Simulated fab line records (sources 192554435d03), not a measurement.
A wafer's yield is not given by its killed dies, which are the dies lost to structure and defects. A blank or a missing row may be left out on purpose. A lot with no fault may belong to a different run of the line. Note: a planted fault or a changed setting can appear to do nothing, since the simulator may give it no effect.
fab line records :: flow n5-finfet
record:
  lots: 5
  wafers: 12
  last-day: 18
route steps=1938 shown BEOL_M1@831 BEOL_M2@841 BEOL_M4@1111
lots that met no fault: from a run of the same line without faults
start-h: the number of hours between the record's first day and the start of the first shown wafer of the lot :: wait-h: time in hours since the lot's previous step :: " unchanged from the row above :: L1.1+2: a single row standing in for several wafers :: - no value present, or no start provided :: * or withheld: withheld :: < > ~ a bound
route shown NAME@n: a module of which the file shows steps, and the number in the route of the first :: usual: mean and standard deviation over wafers with no fault :: same: alike in all rows :: chamber/n: place in a boat :: sites: per-site readings :: _std_site: standard deviation across them :: _edge_site: inner sites' mean taken away from outer sites' mean :: radius-mm: for every site, how far away it sits from the centre of the wafer :: mask NAME#n: copy n :: behind: tool/chamber where the wafer was last shaped :: hold: what put the lot on hold/how long, in hours/how the hold closed :: device: whichever transistor did not switch (one of n, p or np) :: end of line: tests of these same wafers at the route's end :: a step without rows: its recipe alone :: killed: dies that structure and defects cost at the first sort, which is not the same as the wafer's yield :: map: the dies of a wafer, with x for killed, . for not killed, _ for no die there
set.NAME: the run value of the setting; set.NAME@STEP: its run value at that earlier step :: model.NAME: the simulator's own value behind a step, which no gauge read
lots at selected steps of the route; one table per step, one row per wafer
services: a tool's chamber out of use, with start hour (start-h, from the record's first day; less than 0 if before it), hours out, and reason
== steps ==
step: N5_BEOL_M1_ECD_50
recipe:
  material: Cu
  target-thk-a: 3000
step: N5_BEOL_M1_ANNEAL_51
recipe:
  temp-c: 225
  time-s: 90
  ambient: N2
step: N5_BEOL_M1_CMP_52
recipe:
  stop-on: SiOC
  t-overpolish-s: 6.8
  down-force-psi: 1
  platen-rpm: 50
  clearing-platen-down-force-psi: 1.5
  clearing-platen-rpm: 50
  post-cmp-clean: cu-alkaline
  target-thk-nm: 40
  clearing-platen-pad-velocity-m-s: 0.99484
  pad-velocity-m-s: 0.99484
step: N5_BEOL_M1_PRE_CLEAN_60
recipe:
  gas: NH3/H2
  time-s: 15
  temp-c: *
  rf-power-w: 300
step: N5_BEOL_M1_CO_CAP_55
recipe:
  material: Co
  target-thk-a: 20
  temp-c: 200
  precursor: CCTBA/H2
  pressure-torr: 30
  time-s: 102.1
step: N5_BEOL_M1_PRE_CLEAN_56
recipe:
  gas: NH3
  time-s: 15
  temp-c: withheld
  rf-power-w: 300
step: N5_BEOL_M1_DEP_57
recipe:
  material: SiCN
  target-thk-a: 80
  temp-c: withheld
  precursor: 3MS/NH3
  pressure-torr: 3
  rf-w: 202
  time-s: 14
step: N5_BEOL_M2_ILD_DEP_00
recipe:
  material: SiOC
  target-thk-a: 790
  temp-c: 350
  precursor: DEMS/O2
  pressure-torr: 5
  rf-w: 500
  time-s: 15.3
step: N5_BEOL_M2_PECVD_72
recipe:
  material: SiO2
  target-thk-a: 160
  temp-c: 400
  precursor: TEOS/O2
  pressure-torr: 5.5
  rf-w: 450
  teos-flow-sccm: 53.8
  gas: O2
  flow-sccm: 3000
  time-s: 18
usual:
  heater-power-w: 789/120
  rf-fwd-power-W: 444.1/1.7
  showerhead-plenum-p-Torr: 8.79/0.066
  throttle-valve-pct: 22.9/1.2
lot.wafer: L926.1
tool: pecvd-02
chamber: 1
start-h: 150.98
wait-h: 0.0
heater-power-w: 733
rf-fwd-power-W: 443.2
showerhead-plenum-p-Torr: 8.90
throttle-valve-pct: 22.6
model.SiO2_of_BEOL_M2_PECVD_72.thk-nm: 15.8

lot.wafer: L926.3
tool: pecvd-02
chamber: 0
start-h: 150.98
wait-h: 0.0
heater-power-w: 765
rf-fwd-power-W: 445.9
showerhead-plenum-p-Torr: 8.78
throttle-valve-pct: 21.9
model.SiO2_of_BEOL_M2_PECVD_72.thk-nm: 16

lot.wafer: L926.6
tool: pecvd-02
chamber: 2
start-h: 150.98
wait-h: 0.0
heater-power-w: 617
rf-fwd-power-W: 440.8
showerhead-plenum-p-Torr: 8.67
throttle-valve-pct: 21.2
model.SiO2_of_BEOL_M2_PECVD_72.thk-nm: 16.2

lot.wafer: L929.1
tool: pecvd-04
chamber: 2
start-h: 164.15
wait-h: 0.0
heater-power-w: 796
rf-fwd-power-W: 447.4
showerhead-plenum-p-Torr: 8.74
throttle-valve-pct: 22.8
model.SiO2_of_BEOL_M2_PECVD_72.thk-nm: 15.8

lot.wafer: L929.4
tool: pecvd-04
chamber: 0
start-h: 164.15
wait-h: 0.0
heater-power-w: 885
rf-fwd-power-W: -
showerhead-plenum-p-Torr: 8.80
throttle-valve-pct: 23.1
model.SiO2_of_BEOL_M2_PECVD_72.thk-nm: 6.4

lot.wafer: L932.1
tool: pecvd-04
chamber: 0
start-h: 194.80
wait-h: 0.0
heater-power-w: 889
rf-fwd-power-W: 442.5
showerhead-plenum-p-Torr: 8.80
throttle-valve-pct: 23.2
model.SiO2_of_BEOL_M2_PECVD_72.thk-nm: 15.8

lot.wafer: L932.2
tool: pecvd-04
chamber: 1
start-h: 194.80
wait-h: 0.0
heater-power-w: 893
rf-fwd-power-W: -
showerhead-plenum-p-Torr: 8.82
throttle-valve-pct: 24.9
model.SiO2_of_BEOL_M2_PECVD_72.thk-nm: 6.6

lot.wafer: L933.2
tool: pecvd-04
chamber: 1
start-h: 196.81
wait-h: 0.0
heater-power-w: 933
rf-fwd-power-W: -
showerhead-plenum-p-Torr: 8.82
throttle-valve-pct: 25.0
model.SiO2_of_BEOL_M2_PECVD_72.thk-nm: 6.8

lot.wafer: L933.6
tool: pecvd-04
chamber: 2
start-h: 196.81
wait-h: 0.0
heater-power-w: 908
rf-fwd-power-W: 446.8
showerhead-plenum-p-Torr: 8.74
throttle-valve-pct: 23.1
model.SiO2_of_BEOL_M2_PECVD_72.thk-nm: 16

lot.wafer: L946.1
tool: pecvd-04
chamber: 1
start-h: 272.11
wait-h: 0.0
heater-power-w: 964
rf-fwd-power-W: 447.6
showerhead-plenum-p-Torr: 8.82
throttle-valve-pct: 24.9
model.SiO2_of_BEOL_M2_PECVD_72.thk-nm: 15.8

lot.wafer: L946.4
tool: pecvd-04
chamber: 2
start-h: 272.11
wait-h: 0.0
heater-power-w: 859
rf-fwd-power-W: 445.4
showerhead-plenum-p-Torr: 8.75
throttle-valve-pct: 21.2
model.SiO2_of_BEOL_M2_PECVD_72.thk-nm: 16

lot.wafer: L946.6
tool: pecvd-04
chamber: 1
start-h: 272.11
wait-h: 0.0
heater-power-w: 962
rf-fwd-power-W: 448.0
showerhead-plenum-p-Torr: 8.82
throttle-valve-pct: 25.2
model.SiO2_of_BEOL_M2_PECVD_72.thk-nm: 16.2
step: N5_BEOL_M2_HM_DEP_02
recipe:
  material: TiN
  target-thk-a: 200
  temp-c: 25
  chamber-pressure-pa: 0.49996
step: N5_BEOL_M2_COAT_61
recipe:
  resist: SOC
  temp-c: 250
  time-s: 60
  spin-rpm: 1500
  resist-thk-nm: 60
step: N5_BEOL_M2_COAT_62
recipe:
  resist: SiARC
  temp-c: 220
  time-s: 60
  spin-rpm: 1500
  resist-thk-nm: 12
step: N5_BEOL_M2_COAT_73
recipe:
  resist: underlayer
  temp-c: 205
  time-s: 60
  spin-rpm: 1500
  resist-thk-nm: 5
step: N5_BEOL_M2_COAT_05
recipe:
  resist: CAR-EUV
  spin-rpm: 1500
  resist-thk-nm: 30
step: N5_BEOL_M2_EBR_07
recipe:
  solvent: PGMEA
  ebr-width-mm: 1.5
step: N5_BEOL_M2_SOFTBAKE_06
recipe:
  temp-c: 110
  time-s: 60
  resist: CAR-EUV
step: N5_BEOL_M2_EXPOSE_08
recipe:
  mask-id: M2
  na: 0.33
  source-shape: dipole
  sigma-inner: 0.369
  sigma-outer: 0.767
  polarization: unpolarized
  dose-mj: 41.25
step: N5_BEOL_M2_PEB_09
recipe:
  peb-temp-c: 100
  peb-time-s: 60
  resist: CAR-EUV
step: N5_BEOL_M2_DEVELOP_10
recipe:
  develop-time-s: 30
  developer: TMAH
  resist: CAR-EUV
  rinse-liquid: surfactant-rinse
  dry: air-spin
  dev-temp-c: 23
step: N5_BEOL_M2_DESCUM_16
recipe:
  chemistry: O2
  time-s: 7
  source-power-w: 50
  bias-power-w: 20
  pressure-mtorr: 20
  rf-frequency-hz: 2.712e+07
  temp-c: 40
  resist: CAR-EUV
  o2-flow-sccm: 225
step: N5_BEOL_M2_ETCH_74
recipe:
  chemistry: N2/H2
  target: underlayer
  target-depth-a: 65
  mask-material: CAR-EUV
  time-s: 5.2
  ion-energy-ev: 200
  pressure-mtorr: 30
  source-w: 840
  bias-w: 150
  n2-flow-sccm: 200
  h2-flow-sccm: 200
  ends: cleared
step: N5_BEOL_M2_ETCH_63
recipe:
  chemistry: CF4
  target: SiARC
  target-depth-a: 156
  mask-material: CAR-EUV
  time-s: 26
  ion-energy-ev: 80
  pressure-mtorr: 40
  source-w: 545
  bias-w: 36
  Ar_flow_sccm: 100
  cf4-flow-sccm: 100
  ends: cleared
step: N5_BEOL_M2_ETCH_64
recipe:
  chemistry: N2/H2
  target: SOC
  target-depth-a: 750
  overetch-a: 225
  mask-material: SiARC
  temp-c: 40
  time-s: 121.9
  ion-energy-ev: 200
  pressure-mtorr: 30
  source-w: 840
  bias-w: 150
  n2-flow-sccm: 200
  h2-flow-sccm: 200
step: N5_BEOL_M2_STRIP_65
recipe:
  chemistry: N2/H2
  temp-c: 40
  n2-flow-sccm: 200
  h2-flow-sccm: 200
  rf-frequency-hz: 6e+07
step: N5_BEOL_M2_STRIP_75
recipe:
  chemistry: N2/H2
  temp-c: 40
  n2-flow-sccm: 200
  h2-flow-sccm: 200
  rf-frequency-hz: 6e+07
step: N5_BEOL_M2_STRIP_66
recipe:
  chemistry: CF4
  resist: SiARC
  power-w: 300
  bias-power-w: 75
  pressure-mtorr: 50
  cf4-flow-sccm: 150
  rf-frequency-hz: 6e+07
step: N5_BEOL_M2_HM_OPEN_17
recipe:
  chemistry: Cl2/BCl3
  target-depth-a: 200
  overetch-a: 60
  target: TiN
  mask-material: SOC
  ion-energy-ev: 150
  pressure-mtorr: 10
  icp-w: 1000
  bias-w: 126
  Cl2_flow_sccm: 53.25
  bcl3-flow-sccm: 21.75
  Ar_flow_sccm: 25
step: N5_BEOL_M2_STRIP_19
recipe:
  chemistry: O2
  power-w: 400
  temp-c: 40
  pressure-mtorr: 30
  rf-frequency-hz: 6e+07
  bias-power-w: 0
  overash-fraction: 0.2
  o2-flow-sccm: 225
step: N5_BEOL_M2_COAT_67
recipe:
  resist: SOC
  temp-c: 250
  time-s: 60
  spin-rpm: 1500
  resist-thk-nm: 60
step: N5_BEOL_M2_COAT_68
recipe:
  resist: SiARC
  temp-c: 220
  time-s: 60
  spin-rpm: 1500
  resist-thk-nm: 12
step: N5_BEOL_M2_COAT_76
recipe:
  resist: underlayer
  temp-c: 205
  time-s: 60
  spin-rpm: 1500
  resist-thk-nm: 5
step: N5_BEOL_M2_COAT_22
recipe:
  resist: CAR-EUV
  spin-rpm: 1500
  resist-thk-nm: 30
step: N5_BEOL_M2_EBR_24
recipe:
  solvent: PGMEA
  ebr-width-mm: 1.5
step: N5_BEOL_M2_SOFTBAKE_23
recipe:
  temp-c: 110
  time-s: 60
  resist: CAR-EUV
step: N5_BEOL_M2_HM_STRIP_39
recipe:
  chemistry: peroxide-tin-strip
  material: TiN
  target-depth-a: 250
  temp-c: 50
  time-s: 158
lot.wafer: L926.1
tool: wet-bench-04
chamber: 3
start-h: 174.36
wait-h: 0.0
model.SiO2_of_BEOL_M2_PECVD_72.thk-nm: 15.6

lot.wafer: L926.3
tool: wet-bench-04
chamber: 0
start-h: 174.36
wait-h: 0.0
model.SiO2_of_BEOL_M2_PECVD_72.thk-nm: 15.8

lot.wafer: L926.6
tool: wet-bench-04
chamber: 6
start-h: 174.36
wait-h: 0.0
model.SiO2_of_BEOL_M2_PECVD_72.thk-nm: 16

lot.wafer: L929.1
tool: wet-bench-03
chamber: 6
start-h: 184.75
wait-h: 0.0
model.SiO2_of_BEOL_M2_PECVD_72.thk-nm: 15.6

lot.wafer: L929.4
tool: wet-bench-03
chamber: 3
start-h: 184.75
wait-h: 0.0
model.SiO2_of_BEOL_M2_PECVD_72.thk-nm: 6.2

lot.wafer: L932.1
tool: wet-bench-04
chamber: 6
start-h: 204.74
wait-h: 0.0
model.SiO2_of_BEOL_M2_PECVD_72.thk-nm: 15.6

lot.wafer: L932.2
tool: wet-bench-04
chamber: 4
start-h: 204.74
wait-h: 0.0
model.SiO2_of_BEOL_M2_PECVD_72.thk-nm: 6.4

lot.wafer: L933.2
tool: wet-bench-02
chamber: 4
start-h: 207.70
wait-h: 0.0
model.SiO2_of_BEOL_M2_PECVD_72.thk-nm: 6.6

lot.wafer: L933.6
tool: wet-bench-02
chamber: 2
start-h: 207.70
wait-h: 0.0
model.SiO2_of_BEOL_M2_PECVD_72.thk-nm: 15.8

lot.wafer: L946.1
tool: wet-bench-03
chamber: 2
start-h: 279.03
wait-h: 0.0
model.SiO2_of_BEOL_M2_PECVD_72.thk-nm: 15.6

lot.wafer: L946.4
tool: wet-bench-03
chamber: 6
start-h: 279.03
wait-h: 0.0
model.SiO2_of_BEOL_M2_PECVD_72.thk-nm: 15.8

lot.wafer: L946.6
tool: wet-bench-03
chamber: 3
start-h: 279.03
wait-h: 0.0
model.SiO2_of_BEOL_M2_PECVD_72.thk-nm: 16
step: N5_BEOL_M2_CMP_52
recipe:
  stop-on: SiOC
  t-overpolish-s: 6.8
  down-force-psi: 1
  platen-rpm: 50
  clearing-platen-down-force-psi: 1.5
  clearing-platen-rpm: 50
  post-cmp-clean: cu-alkaline
  target-thk-nm: 40
  clearing-platen-pad-velocity-m-s: 0.99484
  pad-velocity-m-s: 0.99484
usual:
  barrier-field-endpoint-s: 24.5/0.72
  edge-zone-pressure-frac: 1.001/0.0047
  motor-current-A: 5.9/0.69
  slurry-flow-ml-min: 150.0/0.51
lot.wafer: L926.3
tool: cmp-03
chamber: 2
start-h: 177.39
wait-h: 0.2
barrier-field-endpoint-s: 24.3
edge-zone-pressure-frac: 1.000
motor-current-A: 5.4
slurry-flow-ml-min: 150.2

lot.wafer: L926.1
tool: cmp-03
chamber: 0
start-h: 177.39
wait-h: 0.2
barrier-field-endpoint-s: 24.6
edge-zone-pressure-frac: 1.003
motor-current-A: 6.7
slurry-flow-ml-min: 149.2

lot.wafer: L926.6
tool: cmp-03
chamber: 2
start-h: 177.39
wait-h: 0.2
barrier-field-endpoint-s: 24.9
edge-zone-pressure-frac: 0.995
motor-current-A: 5.4
slurry-flow-ml-min: 150.2

lot.wafer: L929.1
tool: cmp-01
chamber: 2
start-h: 189.53
wait-h: 0.3
barrier-field-endpoint-s: 23.7
edge-zone-pressure-frac: 1.001
motor-current-A: 7.0
slurry-flow-ml-min: 150.4

lot.wafer: L929.4
tool: cmp-01
chamber: 3
start-h: 189.53
wait-h: 0.3
barrier-field-endpoint-s: 13.0
edge-zone-pressure-frac: 1.005
motor-current-A: 6.7
slurry-flow-ml-min: 150.9

lot.wafer: L932.2
tool: cmp-03
chamber: 2
start-h: 209.94
wait-h: 0.2
barrier-field-endpoint-s: 13.6
edge-zone-pressure-frac: 0.998
motor-current-A: 5.9
slurry-flow-ml-min: 150.1

lot.wafer: L932.1
tool: cmp-03
chamber: 3
start-h: 209.94
wait-h: 0.2
barrier-field-endpoint-s: 23.9
edge-zone-pressure-frac: 1.004
motor-current-A: 5.7
slurry-flow-ml-min: 149.8

lot.wafer: L933.2
tool: cmp-02
chamber: 1
start-h: 210.83
wait-h: 0.2
barrier-field-endpoint-s: 13.6
edge-zone-pressure-frac: 1.004
motor-current-A: 5.0
slurry-flow-ml-min: 149.9

lot.wafer: L933.6
tool: cmp-02
chamber: 0
start-h: 210.83
wait-h: 0.2
barrier-field-endpoint-s: 24.2
edge-zone-pressure-frac: 0.993
motor-current-A: 5.7
slurry-flow-ml-min: 150.1

lot.wafer: L946.1
tool: cmp-01
chamber: 1
start-h: 283.11
wait-h: 0.3
barrier-field-endpoint-s: 24.2
edge-zone-pressure-frac: 0.995
motor-current-A: 6.7
slurry-flow-ml-min: 150.4

lot.wafer: L946.4
tool: cmp-01
chamber: 3
start-h: 283.11
wait-h: 0.3
barrier-field-endpoint-s: 23.6
edge-zone-pressure-frac: 1.000
motor-current-A: 6.6
slurry-flow-ml-min: 150.8

lot.wafer: L946.6
tool: cmp-01
chamber: 2
start-h: 283.11
wait-h: 0.3
barrier-field-endpoint-s: 24.1
edge-zone-pressure-frac: 0.999
motor-current-A: 7.5
slurry-flow-ml-min: 150.6
step: N5_BEOL_M4_RC_MEAS_101
usual:
  DIBL_N: 36.0/1.8
  DIBL_P: 36.3/2.4
  IOFF_N: 0.16/0.035
  IOFF_P: 0.21/0.036
  ION_N: 673/13
  ION_P: 461/7.2
  SS_N: 71.4/0.6
  SS_P: 73.2/0.7
  VT_N: 250/4
  VT_P: -250.9/2.9
lot.wafer: L926.1
tool: prober-02
chamber: 0
start-h: 194.97
wait-h: 0.0
DIBL_N[mV/V]: 34.8
DIBL_P[mV/V]: 34.2
IOFF_N[nA/um]: 0.16
IOFF_P[nA/um]: 0.22
ION_N[uA/um]: 692
ION_P[uA/um]: 476
SS_N[mV/dec]: 71.2
SS_P[mV/dec]: 72.6
VT_N[mV]: 246
VT_P[mV]: -250.6

lot.wafer: L926.3
tool: prober-02
chamber: 0
start-h: 194.97
wait-h: 0.0
DIBL_N[mV/V]: 33.9
DIBL_P[mV/V]: 33.1
IOFF_N[nA/um]: 0.14
IOFF_P[nA/um]: 0.19
ION_N[uA/um]: 676
ION_P[uA/um]: 468
SS_N[mV/dec]: 70.9
SS_P[mV/dec]: 72.6
VT_N[mV]: 249
VT_P[mV]: -250.0

lot.wafer: L926.6
tool: prober-02
chamber: 0
start-h: 194.97
wait-h: 0.0
DIBL_N[mV/V]: 33.1
DIBL_P[mV/V]: 32.1
IOFF_N[nA/um]: 0.13
IOFF_P[nA/um]: 0.19
ION_N[uA/um]: 667
ION_P[uA/um]: 463
SS_N[mV/dec]: 70.6
SS_P[mV/dec]: 72.4
VT_N[mV]: 250
VT_P[mV]: -249.9

lot.wafer: L929.1
tool: prober-01
chamber: 0
start-h: 215.04
wait-h: 0.0
DIBL_N[mV/V]: 35.6
DIBL_P[mV/V]: 36.2
IOFF_N[nA/um]: 0.14
IOFF_P[nA/um]: 0.18
ION_N[uA/um]: 672
ION_P[uA/um]: 458
SS_N[mV/dec]: 71.8
SS_P[mV/dec]: 73.1
VT_N[mV]: 251
VT_P[mV]: -252.8

lot.wafer: L929.4
tool: prober-01
chamber: 0
start-h: 215.04
wait-h: 0.0
DIBL_N[mV/V]: 35.2
DIBL_P[mV/V]: 36.3
IOFF_N[nA/um]: 0.15
IOFF_P[nA/um]: 0.19
ION_N[uA/um]: 679
ION_P[uA/um]: 463
SS_N[mV/dec]: 71.1
SS_P[mV/dec]: 74.0
VT_N[mV]: 253
VT_P[mV]: -249.2

lot.wafer: L932.1
tool: prober-01
chamber: 0
start-h: 242.39
wait-h: 0.0
DIBL_N[mV/V]: 38.2
DIBL_P[mV/V]: 38.4
IOFF_N[nA/um]: 0.20
IOFF_P[nA/um]: 0.22
ION_N[uA/um]: 697
ION_P[uA/um]: 467
SS_N[mV/dec]: 72.0
SS_P[mV/dec]: 73.7
VT_N[mV]: 246
VT_P[mV]: -251.0

lot.wafer: L932.2
tool: prober-01
chamber: 0
start-h: 242.39
wait-h: 0.0
DIBL_N[mV/V]: 36.9
DIBL_P[mV/V]: 38.1
IOFF_N[nA/um]: 0.19
IOFF_P[nA/um]: 0.24
ION_N[uA/um]: 697
ION_P[uA/um]: 472
SS_N[mV/dec]: 71.1
SS_P[mV/dec]: 73.3
VT_N[mV]: 244
VT_P[mV]: -249.5

lot.wafer: L933.2
tool: prober-02
chamber: 0
start-h: 244.16
wait-h: 0.2
DIBL_N[mV/V]: 36.3
DIBL_P[mV/V]: 37.8
IOFF_N[nA/um]: 0.18
IOFF_P[nA/um]: 0.22
ION_N[uA/um]: 693
ION_P[uA/um]: 467
SS_N[mV/dec]: 71.2
SS_P[mV/dec]: 73.0
VT_N[mV]: 247
VT_P[mV]: -251.7

lot.wafer: L933.6
tool: prober-02
chamber: 0
start-h: 244.16
wait-h: 0.2
DIBL_N[mV/V]: 37.6
DIBL_P[mV/V]: 39.5
IOFF_N[nA/um]: 0.21
IOFF_P[nA/um]: 0.25
ION_N[uA/um]: 693
ION_P[uA/um]: 466
SS_N[mV/dec]: 72.3
SS_P[mV/dec]: 73.8
VT_N[mV]: 243
VT_P[mV]: -251.4

lot.wafer: L946.1
tool: prober-01
chamber: 0
start-h: 318.29
wait-h: 0.0
DIBL_N[mV/V]: 38.7
DIBL_P[mV/V]: 38.4
IOFF_N[nA/um]: 0.19
IOFF_P[nA/um]: 0.24
ION_N[uA/um]: 686
ION_P[uA/um]: 467
SS_N[mV/dec]: 72.1
SS_P[mV/dec]: 73.6
VT_N[mV]: 246
VT_P[mV]: -247.2

lot.wafer: L946.4
tool: prober-01
chamber: 0
start-h: 318.29
wait-h: 0.0
DIBL_N[mV/V]: 39.2
DIBL_P[mV/V]: 37.3
IOFF_N[nA/um]: 0.19
IOFF_P[nA/um]: 0.22
ION_N[uA/um]: 676
ION_P[uA/um]: 459
SS_N[mV/dec]: 71.9
SS_P[mV/dec]: 74.3
VT_N[mV]: 248
VT_P[mV]: -250.4

lot.wafer: L946.6
tool: prober-01
chamber: 0
start-h: 318.29
wait-h: 0.0
DIBL_N[mV/V]: 38.1
DIBL_P[mV/V]: 37.2
IOFF_N[nA/um]: 0.17
IOFF_P[nA/um]: 0.22
ION_N[uA/um]: 672
ION_P[uA/um]: 456
SS_N[mV/dec]: 72.2
SS_P[mV/dec]: 73.8
VT_N[mV]: 247
VT_P[mV]: -249.7
== services ==
tool: cmp-02
chamber: -
start-h: 127.72
hours: 4.6
kind: pm

tool: cmp-01
chamber: -
start-h: 132.22
hours: 4.6
kind: pm

tool: cmp-02
chamber: -
start-h: 136.03
hours: 4.0
kind: pm

tool: cmp-02
chamber: -
start-h: 140.03
hours: -
kind: consumable-replace:conditioner

tool: wet-bench-02
chamber: -
start-h: 146.14
hours: 2.6
kind: repair

tool: cmp-01
chamber: -
start-h: 178.17
hours: 4.0
kind: pm

tool: cmp-01
chamber: -
start-h: 182.17
hours: -
kind: consumable-replace:conditioner

tool: cmp-01
chamber: -
start-h: 182.17
hours: -
kind: consumable-replace:pad

tool: cmp-01
chamber: -
start-h: 183.39
hours: 0.2
kind: repair

tool: pecvd-04
chamber: 2
start-h: 202.38
hours: -
kind: clean

tool: pecvd-04
chamber: 2
start-h: 202.38
hours: -
kind: consumable-replace:showerhead

tool: pecvd-04
chamber: 2
start-h: 202.38
hours: 29.0
kind: scheduled-down

tool: pecvd-04
chamber: 2
start-h: 202.38
hours: 29.0
kind: vent-cycle

tool: pecvd-02
chamber: 2
start-h: 212.62
hours: 8.6
kind: repair

tool: wet-bench-02
chamber: -
start-h: 232.73
hours: 0.5
kind: repair

tool: cmp-01
chamber: -
start-h: 240.40
hours: 0.8
kind: repair

tool: cmp-03
chamber: -
start-h: 240.84
hours: 7.0
kind: pm

tool: cmp-01
chamber: -
start-h: 262.66
hours: 2.6
kind: repair

tool: pecvd-02
chamber: 2
start-h: 267.49
hours: 5.5
kind: scheduled-down

tool: cmp-01
chamber: -
start-h: 269.90
hours: 1.7
kind: repair

tool: pecvd-02
chamber: 1
start-h: 272.95
hours: 2.1
kind: scheduled-down

tool: pecvd-02
chamber: 0
start-h: 279.07
hours: 4.1
kind: repair

tool: cmp-03
chamber: -
start-h: 279.49
hours: 4.0
kind: pm

tool: pecvd-04
chamber: 1
start-h: 280.59
hours: 5.5
kind: scheduled-down
== key ==
first-sign:
  step: N5_BEOL_M2_CMP_52
  reading: barrier-field-endpoint-s
  direction: down
  sigmas: 15
  usual: 24.5
  struck: 13.4
effect none on later readings
model-effect:
  step: N5_BEOL_M2_PECVD_72
  value: SiO2_of_BEOL_M2_PECVD_72.thk-nm
  without: 16
  struck: 6.6
model-effect:
  step: N5_BEOL_M2_HM_STRIP_39
  value: SiO2_of_BEOL_M2_PECVD_72.thk-nm
  without: 15.8
  struck: 6.4
met-at N5_BEOL_M2_PECVD_72
struck-wafers L929.4,L932.2,L933.2
fault:
  kind: process-parameter-drift
  tool: pecvd-04
  chamber: -
  onset-h: 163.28
  steps: N5_BEOL_M2_PECVD_72
  channel: time-s
  offset: *
  shape: step
  end-h: 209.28
  scope: struck-wafers-only
  acts-in: *
  stated: *
